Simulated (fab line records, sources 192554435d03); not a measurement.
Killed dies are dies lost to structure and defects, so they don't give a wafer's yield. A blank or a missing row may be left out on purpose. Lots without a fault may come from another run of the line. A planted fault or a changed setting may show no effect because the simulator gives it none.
A struck lot beside a sound one | flow n5_finfet | 16 steps out of a route of 1938
Sound: wafers L751.1, L751.5, L751.6. Struck: wafers L766.2, L766.3, L766.4. The cause comes at the end.
At each step with rows: each side's tool, then ch and its chambers, then its first start. Under that, the readings that differ: sound wafers | struck wafers | difference of the means | sigmas: that difference in standard deviations of wafers without a fault.
alike: readings whose means differ by less than 2 such deviations, and words and numbers that are the same on both sides. not compared: withheld readings, readings that some wafer has no value for, bounds like >300 that may hide the same value, and numbers for which the record gives no deviation and whose values overlap.
The two part at a step that has a row with sigmas, a row that says differs or no value, or rows on one side only. Numbers that don't overlap but have no deviation are shown without sigmas and don't part them. A reading that every wafer of one side lacks parts them only if that side has two wafers or more.

N5_BEOL_M4_STRIP_97: strips in N2/H2, time 10 s.
  sound on rie_diel-06 ch 1,2; struck on rie_diel-01 ch 1,3
  alike: drypump_motor_current_A, h2_flow_sccm, oes_product_au, rf_vpp_V, showerhead_plenum_p_Torr, throttle_valve_pct
  not compared: rf_hours_counter_h
N5_BEOL_M4_OCD_MEAS_38:
  sound on ocd-01, day 9 18:52; struck on ocd-01, day 13 11:54
  alike: trench_depth_nm
then, 4 steps without rows for these wafers: N5_BEOL_M4_HM_STRIP_39 (strips TiN in peroxide tin strip, target depth 25 nm, time 158 s); N5_BEOL_M4_SRD_40 (time 30 s); N5_BEOL_M4_PRECLEAN_42 (cleans in residue remover, time 60 s); N5_BEOL_M4_SRD_43 (time 30 s).
N5_BEOL_M4_CD_MEAS_35: target cd 18 nm, target cd y 22.4 nm.
  sound on cd_sem-01, day 9 19:02; struck on cd_sem-03, day 13 12:04
  alike: cd_nm
N5_BEOL_M4_DEGAS_44: time 60 s.
  sound on pvd_sputter-01, day 9 19:15; struck on pvd_sputter-02, day 13 12:20
  alike: heater_power_w, susceptor_temp_C
N5_BEOL_M4_PRE_CLEAN_45: time 30 s.
  sound on pvd_sputter-01, day 9 19:17; struck on pvd_sputter-02, day 13 12:22
  alike: heater_power_w, susceptor_temp_C
N5_BEOL_M4_ALD_84: deposits TaN, pulse time 2 s, purge time 3 s, co reactant purge time 2 s.
  sound on ald_metal-03 ch 1,2, day 9 19:26; struck on ald_metal-03 ch 0,1,3, day 13 12:27
  alike: heater_power_outer_w, heater_power_w, mfc_carrier_sccm, susceptor_temp_C
then, 2 steps without rows for these wafers: N5_BEOL_M4_SURFACE_TREAT_85; N5_BEOL_M4_CVD_47 (deposits Co from CCTBA/H2, target thk 3 nm, time 223.8 s).
N5_BEOL_M4_SPUTTER_48: material Cu, target thk 4.5 nm, time 8.29 s.
  sound on pvd_sputter-01, day 9 19:58; struck on pvd_sputter-02, day 13 13:14
  no value came back on the struck wafers for chamber_pressure_pa (Pa), chuck_gas_flow_sccm (sccm), susceptor_temp_C (C), throttle_valve_pct (%); on the sound wafers chamber_pressure_pa (Pa) reads 0.07004 0.07008 0.06999
N5_BEOL_M4_ANNEAL_49: time 240 s.
  sound on pvd_sputter-01, day 9 20:03; struck on pvd_sputter-02, day 13 13:19
  alike: heater_power_w, susceptor_temp_C, susceptor_temp_C_max
N5_BEOL_M4_RC_MEAS_101:
  sound on prober-02 ch 0, day 10 01:42; struck on prober-02 ch 0, day 13 16:15
  alike: DIBL_N, DIBL_P, IOFF_N, IOFF_P, ION_N, ION_P, SS_N, SS_P, VT_N, VT_P
-- the record jumps here: 4 days lie between the struck wafers' starts before and after (it left off in module BEOL_M4 and takes up again in module PASSIVATION, whose first step shown is number 1936 of the route) --
N5_PASSIVATION_PROBE_49:
  the record has rows for the struck wafers here (prober-02, day 17 22:49) and none for the sound ones

WHERE THEY PART
First at N5_BEOL_M4_SPUTTER_48; last, within this record, at N5_PASSIVATION_PROBE_49.

WHY: what the simulator had put in
Skipped step whole: pvd_sputter-02, from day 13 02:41 on, at N5_BEOL_M4_SPUTTER_48. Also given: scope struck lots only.
